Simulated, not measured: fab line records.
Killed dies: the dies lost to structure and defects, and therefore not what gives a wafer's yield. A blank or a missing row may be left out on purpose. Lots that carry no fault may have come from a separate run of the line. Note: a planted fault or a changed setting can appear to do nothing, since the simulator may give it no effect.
A lot that was struck, set against a sound lot + flow n5 finfet + 23 steps out of a route of 1938
Sound: these wafers, L499.1, L499.3, L499.6. Struck: wafers L487.1, L487.4, L487.5. The cause comes at the end.
Each step with rows lists, per side, the tool, then ch with its chambers, then its first start. Under that, the readings that differ: sound wafers + struck wafers + difference of the means + sigmas: that difference in standard deviations of wafers without a fault.
alike: same words and numbers on both sides, and readings whose means sit less than 2 such deviations apart. not compared: any withheld reading, any reading some wafer has no value for, any bound like >300 that may hide the same value, and any number with overlapping values for which the record gives no deviation.
A row with sigmas, a row that says differs or no value, or rows on one side alone: a step with any of these is where the two part. Non-overlapping numbers with no deviation appear without sigmas and do not part them. Lack of a reading on every wafer of one side parts them only where that side has two or more wafers.

first, 8 steps without rows for these wafers: N5_BEOL_M9_ANNEAL_51 (time 90 s); N5_BEOL_M9_CMP_52 (polishes, stops on SiCOH lowk, t overpolish 7 s, target thk 140 nm); N5_BEOL_M9_PRE_CLEAN_55 (time 15 s); N5_BEOL_M9_DEP_56 (deposits SiCN from 3MS/NH3, target thk 15 nm, time 26.5 s); N5_BEOL_M10_ILD_DEP_00 (deposits SiCOH lowk from DEMS/porogen, target thk 308.51 nm, time 58 s); N5_BEOL_M10_CURE_71 (cures SiCOH lowk, time 240 s); N5_BEOL_M10_PECVD_70 (deposits SiO2 from TEOS/O2, target thk 20 nm, time 22.7 s); N5_BEOL_M10_HM_DEP_02 (deposits TiN, target thk 20 nm).
N5_BEOL_M10_COAT_59: time 60 s, resist thk 100 nm.
  sound on litho track-05 ch 0, day 14 19:20; struck on litho track-04 ch 0, day 11 18:14
| reading                                   | sound                | struck               | difference | sigmas      |
|-------------------------------------------|----------------------|----------------------|------------|-------------|
| exhaust pa (Pa)                           | 44.3 44.9 42.8       | 47.0 45.7 46.4       | +2.4       | +3          |
| spin speed rpm (rpm)                      | 1500.2 1500.4 1501.0 | 1309.4 1308.4 1308.2 | -191.9     | -99 or more |
| model.SOC_of_BEOL_M10_COAT_59.thk nm (nm) | 100.2 100 99.8       | 107.2 107.2 107.4    | +7.3       |             |
  alike: plate temp C
then, 9 steps without rows for these wafers: N5_BEOL_M10_COAT_60 (time 60 s, resist thk 30 nm); N5_BEOL_M10_COAT_05 (resist thk 90 nm); N5_BEOL_M10_EBR_07; N5_BEOL_M10_SOFTBAKE_06 (time 60 s); N5_BEOL_M10_EXPOSE_08 (exposes mask M10); N5_BEOL_M10_PEB_09 (peb time 60 s); N5_BEOL_M10_DEVELOP_10 (develop time 30 s); N5_BEOL_M10_DESCUM_16 (chemistry O2, time 7.9 s); N5_BEOL_M10_ETCH_61 (etches SiARC in CF4, target depth 39 nm, time 65 s).
N5_BEOL_M10_ETCH_62: etches SOC in N2/H2, target depth 110 nm, overetch 22 nm, time 165 s.
  sound on rie diel-05 ch 2,3, day 14 19:46; struck on rie diel-03 ch 0,2, day 11 18:40
| reading                  | sound             | struck            | difference | sigmas |
|--------------------------|-------------------|-------------------|------------|--------|
| model.etch.depth nm (nm) | 100.1 99.91 99.88 | 107.3 107.3 107.4 | +7.4       |        |
  alike: drypump motor current A, oes product au, rf vpp V, showerhead plenum p Torr, throttle valve pct
  not compared: rf hours counter h
then, 2 steps without rows for these wafers: N5_BEOL_M10_STRIP_68 (strips in N2/H2); N5_BEOL_M10_STRIP_67 (strips in CF4).
N5_BEOL_M10_HM_OPEN_17: chemistry Cl2/BCl3, target TiN, target depth 20 nm, overetch 6 nm.
  sound on rie metal-03 ch 0,1, day 14 19:57; struck on rie metal-01 ch 0, day 11 18:51
| reading                                   | sound      | struck         | difference | sigmas |
|-------------------------------------------|------------|----------------|------------|--------|
| model.SOC_of_BEOL_M10_COAT_59.thk nm (nm) | 91.8 92 92 | 99.2 99.2 99.2 | +7.3       |        |
  alike: drypump motor current A, oes product au, throttle valve pct
  not compared: rf hours counter h
then, 1 step without rows for these wafers: N5_BEOL_M10_STRIP_19 (strips in O2).

== WHERE THEY PART ==
N5_BEOL_M10_COAT_59 only, going by this record. Later steps at which nothing parts them and some readings are alike: N5_BEOL_M10_ETCH_62, N5_BEOL_M10_HM_OPEN_17.

WHY: what the simulator had put in
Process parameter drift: litho track-04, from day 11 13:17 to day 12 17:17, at N5_BEOL_M10_COAT_59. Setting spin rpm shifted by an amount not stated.
